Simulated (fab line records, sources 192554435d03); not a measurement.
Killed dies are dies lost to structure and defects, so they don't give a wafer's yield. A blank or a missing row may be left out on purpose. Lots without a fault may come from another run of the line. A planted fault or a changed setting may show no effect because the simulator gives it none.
One fault seen from 2 desks | flow n5_finfet | each desk has only its own numbers; what lay behind them comes last

THE METROLOGY DESK
What the gauges read, lot by lot, whatever tool the lot ran on: means of the sampled wafers that have a number. A lot is out of limits, marked OUT, if its mean lies more than 4 standard deviations from the usual mean; the brackets give that distance. Of its 10 readings 7 are shown: those that lie furthest out on some lot.
Columns: A = DIBL_N at N5_BEOL_M4_RC_MEAS_101, usual 35.7 mV/V; B = IOFF_N at N5_BEOL_M4_RC_MEAS_101, usual 0.155 nA/um; C = IOFF_P at N5_BEOL_M4_RC_MEAS_101, usual 0.20 nA/um; D = ION_N at N5_BEOL_M4_RC_MEAS_101, usual 675 uA/um; E = ION_P at N5_BEOL_M4_RC_MEAS_101, usual 462 uA/um; F = VT_N at N5_BEOL_M4_RC_MEAS_101, usual 250 mV; G = VT_P at N5_BEOL_M4_RC_MEAS_101, usual -251 mV
lot  | first seen here | A    | B     | C    | D   | E   | F   | G
L208 | day 8 17:26     | 36.9 | 0.174 | 0.22 | 672 | 457 | 250 | -251
L217 | day 10 16:18    | 35.5 | 0.140 | 0.17 | 673 | 461 | 252 | -255
L219 | day 11 13:02    | 35.3 | 0.167 | 0.22 | 681 | 467 | 247 | -248
L228 | day 13 23:56    | 35.2 | 0.166 | 0.23 | 683 | 466 | 248 | -248
This desk's finding: nothing out of limits on any of the 4 lots.

THE TOOL OWNER'S DESK: litho_track-01
The tool's own readings at N5_MOL_CONTACT_COAG_COAT_64 (time 60 s, resist thk 10 nm): means of the sampled wafers that have a number, for each lot that ran on this tool. A lot is out of limits, marked OUT, if its mean lies more than 4 standard deviations from the usual mean; the brackets give that distance.
Columns: A = dispense_pressure_kPa at N5_MOL_CONTACT_COAG_COAT_64, usual 53.0 kPa; B = spin_speed_rpm at N5_MOL_CONTACT_COAG_COAT_64, usual 1499.9 rpm
lot  | first seen here | A    | B
L208 | day 5 11:47     | 52.2 | 1498.8
L217 | day 7 18:31     | 52.2 | 1656.4 (+99 or more) OUT
L219 | day 8 10:05     | 52.2 | 1655.6 (+99 or more) OUT
This desk's finding: out of limits on L217, L219; first on L217, day 7 18:31 (spin_speed_rpm at N5_MOL_CONTACT_COAG_COAT_64). In limits: L208.

PUT TOGETHER
The tool owner's desk could have raised an alarm at day 7 18:31, on L217, L219.
The metrology desk saw nothing out of limits.
The metrology desk has L217, L219 on record, within its limits.
Of the lots named, all ran N5_MOL_CONTACT_COAG_COAT_64 on litho_track-01.

WHAT THE SIMULATOR HAD PUT IN
Process parameter drift: litho_track-01, from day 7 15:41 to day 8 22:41, at N5_MOL_CONTACT_COAG_COAT_64. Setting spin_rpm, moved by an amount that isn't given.
Lots struck among those shown: L217, L219.
Hours from the fault's start to each desk's first reading out of limits: the tool owner's desk, 3.
